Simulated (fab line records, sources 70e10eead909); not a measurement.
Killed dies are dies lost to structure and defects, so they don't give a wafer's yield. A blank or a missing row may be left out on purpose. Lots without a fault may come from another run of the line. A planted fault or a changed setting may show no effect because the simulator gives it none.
Which tool did it? | flow nand_harc | 24 lots, 72 wafers sampled, at 5 steps of a route of 1302

WHAT THE GAUGES READ, wafer by wafer
NHARC_P_CONTACT_CD_MEAS_19.
lot  | measured     | on        | cd_nm (nm)
L074 | day 5 22:26  | cd_sem-01 | 86.9 86.6 90.5
L075 | day 6 10:55  | cd_sem-02 | 88.7 87.2 85.9
L076 | day 6 19:28  | cd_sem-01 | 89.0 88.5 90.2
L077 | day 7 06:58  | cd_sem-01 | 88.4 87.4 86.7
L078 | day 7 07:44  | cd_sem-03 | 93.1 91.6 89.8
L079 | day 7 22:21  | cd_sem-03 | 87.2 88.3 85.9
L080 | day 8 13:27  | cd_sem-02 | 88.2 88.5 87.6
L081 | day 8 19:34  | cd_sem-01 | 90.3 92.3 90.4
L082 | day 9 08:29  | cd_sem-03 | 89.7 90.5 89.8
L083 | day 9 20:38  | cd_sem-02 | 85.6 89.7 87.1
L084 | day 10 04:58 | cd_sem-03 | 91.3 90.9 90.9
L085 | day 10 09:41 | cd_sem-03 | 93.7 91.0 91.3
L086 | day 10 23:32 | cd_sem-03 | 87.8 88.3 88.7
L087 | day 11 04:00 | cd_sem-01 | 85.6 88.6 88.9
L088 | day 11 19:09 | cd_sem-02 | 91.1 90.8 90.7
L089 | day 12 02:04 | cd_sem-02 | 87.9 90.7 91.9
L090 | day 12 16:17 | cd_sem-01 | 91.3 91.9 90.2
L091 | day 13 04:20 | cd_sem-03 | 89.0 89.7 89.4
L092 | day 13 05:16 | cd_sem-01 | 90.2 91.6 92.1
L093 | day 13 19:22 | cd_sem-03 | 91.1 91.1 91.4
L094 | day 14 11:58 | cd_sem-01 | 88.5 91.9 90.0
L095 | day 14 14:46 | cd_sem-03 | 90.2 90.8 90.4
L096 | day 15 01:15 | cd_sem-03 | 88.0 90.3 91.2
L097 | day 15 13:46 | cd_sem-01 | 89.0 92.1 90.2

NHARC_P_M2_INSPECT_11.
lot  | measured     | on                | raw_defect_count
L074 | day 6 09:49  | defect_inspect-02 | 3 2 1
L075 | day 6 22:26  | defect_inspect-02 | 5 2 4
L076 | day 7 06:38  | defect_inspect-02 | 0 5 1
L077 | day 7 18:26  | defect_inspect-02 | 6 4 5
L078 | day 7 19:17  | defect_inspect-01 | 4 10 4
L079 | day 8 10:13  | defect_inspect-02 | 10 12 7
L080 | day 9 00:55  | defect_inspect-02 | 2 5 3
L081 | day 9 07:04  | defect_inspect-01 | 9 3 4
L082 | day 9 19:47  | defect_inspect-01 | 4 6 4
L083 | day 10 08:24 | defect_inspect-01 | 3 5 5
L084 | day 10 16:48 | defect_inspect-01 | 6 4 6
L085 | day 10 21:26 | defect_inspect-02 | 2 7 1
L086 | day 11 11:35 | defect_inspect-01 | 2 4 2
L087 | day 11 15:17 | defect_inspect-01 | 3 3 8
L088 | day 12 06:37 | defect_inspect-02 | 3 7 5
L089 | day 12 13:33 | defect_inspect-02 | 7 15 7
L090 | day 13 04:29 | defect_inspect-01 | 3 3 3
L091 | day 13 15:55 | defect_inspect-01 | 3 4 1
L092 | day 13 16:27 | defect_inspect-01 | 2 0 2
L093 | day 14 06:44 | defect_inspect-02 | 3 2 3
L094 | day 14 23:02 | defect_inspect-02 | 5 6 5
L095 | day 15 01:55 | defect_inspect-01 | 4 3 4
L096 | day 15 13:05 | defect_inspect-02 | 3 7 6
L097 | day 16 01:12 | defect_inspect-01 | 6 7 3

NHARC_P_M2_CD_MEAS_16.
lot  | measured     | on        | cd_nm (nm)
L074 | day 6 10:11  | cd_sem-03 | 170.3 171.2 172.2
L075 | day 6 22:47  | cd_sem-01 | 169.9 170.1 170.0
L076 | day 7 07:00  | cd_sem-02 | 168.6 170.8 171.0
L077 | day 7 18:49  | cd_sem-03 | 170.7 171.6 171.2
L078 | day 7 19:39  | cd_sem-02 | 169.3 169.6 168.9
L079 | day 8 10:35  | cd_sem-01 | 170.3 169.0 170.8
L080 | day 9 01:17  | cd_sem-01 | 170.2 170.4 170.4
L081 | day 9 07:26  | cd_sem-01 | 170.7 170.2 171.0
L082 | day 9 20:10  | cd_sem-02 | 170.4 170.6 169.8
L083 | day 10 08:46 | cd_sem-01 | 170.6 169.8 168.6
L084 | day 10 17:10 | cd_sem-01 | 171.3 173.0 172.8
L085 | day 10 21:47 | cd_sem-01 | 169.1 169.2 169.4
L086 | day 11 12:01 | cd_sem-02 | 170.7 171.5 171.2
L087 | day 11 15:40 | cd_sem-02 | 172.2 171.8 171.6
L088 | day 12 07:02 | cd_sem-01 | 169.2 170.2 170.0
L089 | day 12 13:55 | cd_sem-01 | 170.0 169.4 170.4
L090 | day 13 04:51 | cd_sem-03 | 170.0 169.0 168.5
L091 | day 13 16:17 | cd_sem-03 | 171.2 170.2 170.9
L092 | day 13 16:49 | cd_sem-01 | 169.8 168.9 169.2
L093 | day 14 07:07 | cd_sem-02 | 171.3 169.7 171.3
L094 | day 14 23:26 | cd_sem-01 | 169.9 169.9 171.2
L095 | day 15 02:17 | cd_sem-01 | 171.3 172.9 171.1
L096 | day 15 13:28 | cd_sem-02 | 171.3 170.2 171.9
L097 | day 16 01:34 | cd_sem-02 | 170.7 170.3 169.4

WHICH TOOL RAN EACH LOT (tool, then ch and the chambers of the sampled wafers, then the start)
lot  | NHARC_P_CONTACT_STRIP_28           | NHARC_P_CONTACT_DEGAS_38
L074 | rie_diel-11 ch 1,2,3, day 5 22:31  | pvd_sputter-02, day 5 23:08
L075 | rie_diel-11 ch 0,2,3, day 6 11:00  | pvd_sputter-02, day 6 11:41
L076 | rie_diel-06 ch 0,1, day 6 19:34    | pvd_sputter-02, day 6 20:11
L077 | rie_diel-08 ch 1,2, day 7 07:04    | pvd_sputter-02, day 7 07:41
L078 | rie_diel-11 ch 0,1,2, day 7 07:50  | pvd_sputter-01, day 7 08:28
L079 | rie_diel-08 ch 0,1,3, day 7 22:28  | pvd_sputter-03, day 7 23:05
L080 | rie_diel-11 ch 1,2, day 8 13:31    | pvd_sputter-03, day 8 14:11
L081 | rie_diel-06 ch 0,1,3, day 8 19:38  | pvd_sputter-01, day 8 20:16
L082 | rie_diel-08 ch 0,1,2, day 9 08:33  | pvd_sputter-03, day 9 09:11
L083 | rie_diel-08 ch 0,1,3, day 9 20:43  | pvd_sputter-01, day 9 21:21
L084 | rie_diel-06 ch 0,2,3, day 10 05:02 | pvd_sputter-03, day 10 05:41
L085 | rie_diel-08 ch 2,3, day 10 09:45   | pvd_sputter-03, day 10 10:24
L086 | rie_diel-08 ch 1,2, day 10 23:37   | pvd_sputter-03, day 11 00:16
L087 | rie_diel-11 ch 2,3, day 11 04:04   | pvd_sputter-02, day 11 04:43
L088 | rie_diel-08 ch 1,2,3, day 11 19:14 | pvd_sputter-03, day 11 19:52
L089 | rie_diel-11 ch 0,2,3, day 12 02:09 | pvd_sputter-02, day 12 02:47
L090 | rie_diel-11 ch 0,3, day 12 16:22   | pvd_sputter-02, day 12 17:01
L091 | rie_diel-08 ch 2,3, day 13 04:25   | pvd_sputter-01, day 13 05:03
L092 | rie_diel-08 ch 1,3, day 13 05:22   | pvd_sputter-01, day 13 05:59
L093 | rie_diel-08 ch 0,2,3, day 13 19:29 | pvd_sputter-02, day 13 20:07
L094 | rie_diel-11 ch 1,2,3, day 14 12:04 | pvd_sputter-02, day 14 12:41
L095 | rie_diel-11 ch 0,2,3, day 14 14:52 | pvd_sputter-02, day 14 15:28
L096 | rie_diel-06 ch 1,2, day 15 01:19   | pvd_sputter-03, day 15 01:58
L097 | rie_diel-11 ch 0,1,3, day 15 13:52 | pvd_sputter-02, day 15 14:28
- NHARC_P_CONTACT_STRIP_28: strips in O2.
- NHARC_P_CONTACT_DEGAS_38: time 60 s.

WHAT THE TOOLS THEMSELVES READ (means of the sampled wafers that have a number; where no wafer has one, the mark that the record gives instead)
NHARC_P_CONTACT_STRIP_28.
lot  | tool        | drypump_motor_current_A (A) | oes_product_au (a.u.) | rf_vpp_V (V) | showerhead_plenum_p_Torr (Torr) | throttle_valve_pct (%)
L074 | rie_diel-11 | 5.8                         | 0.998                 | 58.2         | 3.55                            | 17.023
L075 | rie_diel-11 | 5.5                         | 1.011                 | 58.6         | 3.45                            | 17.029
L076 | rie_diel-06 | 5.0                         | 0.999                 | 57.9         | 3.41                            | 17.038
L077 | rie_diel-08 | 5.5                         | 0.993                 | 56.8         | 3.47                            | 17.040
L078 | rie_diel-11 | 5.7                         | 1.003                 | 58.1         | 3.55                            | 17.031
L079 | rie_diel-08 | 5.8                         | 0.996                 | 57.9         | 3.58                            | 17.036
L080 | rie_diel-11 | 5.5                         | 1.007                 | 58.2         | 3.58                            | 17.045
L081 | rie_diel-06 | 5.6                         | 0.991                 | 57.9         | 3.43                            | 17.037
L082 | rie_diel-08 | 5.5                         | 1.005                 | 58.2         | 3.51                            | 17.050
L083 | rie_diel-08 | 5.8                         | 0.998                 | 57.5         | 3.58                            | 17.035
L084 | rie_diel-06 | 5.4                         | 1.002                 | 57.9         | 3.43                            | 17.040
L085 | rie_diel-08 | 5.5                         | 1.013                 | 58.0         | 3.41                            | 17.033
L086 | rie_diel-08 | 5.5                         | 1.002                 | 58.7         | 3.47                            | 17.034
L087 | rie_diel-11 | 5.7                         | 1.000                 | 58.5         | 3.45                            | 17.034
L088 | rie_diel-08 | 5.7                         | 1.005                 | 58.3         | 3.48                            | 17.040
L089 | rie_diel-11 | 5.5                         | 0.999                 | 58.1         | 3.45                            | 17.034
L090 | rie_diel-11 | 5.8                         | 0.998                 | 56.5         | 3.42                            | 17.040
L091 | rie_diel-08 | 5.5                         | 1.001                 | 57.1         | 3.41                            | 17.044
L092 | rie_diel-08 | 6.0                         | 0.995                 | 58.7         | 3.55                            | 17.035
L093 | rie_diel-08 | 5.7                         | 1.003                 | 58.3         | 3.52                            | 17.033
L094 | rie_diel-11 | 5.8                         | 1.002                 | 58.2         | 3.55                            | 17.033
L095 | rie_diel-11 | 5.5                         | 1.002                 | 57.0         | 3.45                            | 17.047
L096 | rie_diel-06 | 5.6                         | 1.004                 | 56.7         | 3.39                            | 17.032
L097 | rie_diel-11 | 6.0                         | 0.996                 | 57.7         | 3.52                            | 17.039

NHARC_P_CONTACT_DEGAS_38.
lot  | tool           | heater_power_w (W)
L074 | pvd_sputter-02 | 452
L075 | pvd_sputter-02 | 474
L076 | pvd_sputter-02 | 465
L077 | pvd_sputter-02 | 449
L078 | pvd_sputter-01 | 468
L079 | pvd_sputter-03 | 447
L080 | pvd_sputter-03 | 470
L081 | pvd_sputter-01 | 466
L082 | pvd_sputter-03 | 443
L083 | pvd_sputter-01 | 461
L084 | pvd_sputter-03 | 438
L085 | pvd_sputter-03 | 459
L086 | pvd_sputter-03 | 484
L087 | pvd_sputter-02 | 452
L088 | pvd_sputter-03 | 469
L089 | pvd_sputter-02 | 450
L090 | pvd_sputter-02 | 456
L091 | pvd_sputter-01 | 450
L092 | pvd_sputter-01 | 457
L093 | pvd_sputter-02 | 473
L094 | pvd_sputter-02 | 482
L095 | pvd_sputter-02 | 444
L096 | pvd_sputter-03 | 482
L097 | pvd_sputter-02 | 446

THE ANSWER, worked out from the rows above alone
Rule: what is usual is taken from the lots themselves. Put in order of their means at a reading, lots are off if they are a third of the lots or fewer, leave a main group of 4 or more, and stand apart from it by a gap of 3 or more times the standard deviation of the main group's means; of several such gaps the widest counts. A main group whose means are all the same, to the digits that the tables above print for the reading, isn't used. A lot without any number at a reading at which 4 lots or more have one is off too. The other lots that the step has rows for count as sound. The gauges are gone through in route order, then the tools' own readings, and for those a lot's mean is taken as printed above. The first step at which some lot is off is used, and at that step the reading that is off furthest; a lot without a number counts as furthest.
No lot is off at any reading shown: from this, nothing can be told.

WHAT THE SIMULATOR HAD PUT IN
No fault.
